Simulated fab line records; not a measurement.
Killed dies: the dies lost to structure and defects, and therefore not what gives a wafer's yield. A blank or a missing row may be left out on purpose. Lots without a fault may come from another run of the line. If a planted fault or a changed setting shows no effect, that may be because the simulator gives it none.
Matching of chambers :: flow nandHarc :: cmp-02 running NHARC_A_STAIRCASE_CMP_472: 4 sister chambers
The step polishes SiO2. 4 wafers are shown with their chamber, then 11 later ones without.

EACH WAFER AND ITS CHAMBER
wafer: L079.3
chamber: 2
motorCurrentA (A): 11.1

wafer: L080.2
chamber: 1
motorCurrentA (A): 10.5

wafer: L083.1
chamber: 3
motorCurrentA (A): 11.2

wafer: L089.3
chamber: 0
motorCurrentA (A): 11.8

WAFERS MISSING THEIR CHAMBER
wafer: L089.5
motorCurrentA (A): 10.4

wafer: L089.6
motorCurrentA (A): 12.3

wafer: L093.1
motorCurrentA (A): 10.2

wafer: L093.3
motorCurrentA (A): 10.2

wafer: L093.4
motorCurrentA (A): 10.7

wafer: L095.3
motorCurrentA (A): 12.6

wafer: L095.5
motorCurrentA (A): 11.4

wafer: L095.6
motorCurrentA (A): 11.1

wafer: L097.1
motorCurrentA (A): 11.1

wafer: L097.3
motorCurrentA (A): 11.4

wafer: L097.4
motorCurrentA (A): 10.7

THE CHAMBER EACH PASSED THROUGH
wafer: L089.5
from the rows above: can't be placed: 1 or 2
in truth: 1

wafer: L089.6
from the rows above: can't be placed: 0 or 3
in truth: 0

wafer: L093.1
from the rows above: can't be placed: 1 or 2
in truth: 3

wafer: L093.3
from the rows above: can't be placed: 1 or 2
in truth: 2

wafer: L093.4
from the rows above: can't be placed: 1 or 2 or 3
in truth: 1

wafer: L095.3
from the rows above: can't be placed: 0 or 3
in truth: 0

wafer: L095.5
from the rows above: can't be placed: 3 or 2 or 0
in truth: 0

wafer: L095.6
from the rows above: can't be placed: 2 or 3 or 1
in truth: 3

wafer: L097.1
from the rows above: can't be placed: 2 or 3 or 1
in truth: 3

wafer: L097.3
from the rows above: can't be placed: 3 or 2 or 0
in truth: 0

wafer: L097.4
from the rows above: can't be placed: 1 or 2 or 3
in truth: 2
0 of 11 placed correctly. Cannot be placed on the basis of these rows: 11; the candidates contain the true chamber in 10. Number placed wrongly: 0.
How it was worked out, from the rows above alone: a wafer's distance from a chamber is the root of the sum, over the readings, of the square of ((its reading less the chamber's mean) divided by the reading's scatter). If the next closest chamber is less than 2 further off than the closest, the wafer can't be placed; otherwise it belongs to the closest. A chamber's mean is the mean of its shown wafers. The scatter (one wafer shown for each chamber): square how far every hidden wafer sits from the nearest shown wafer, average those squares and take the square root.
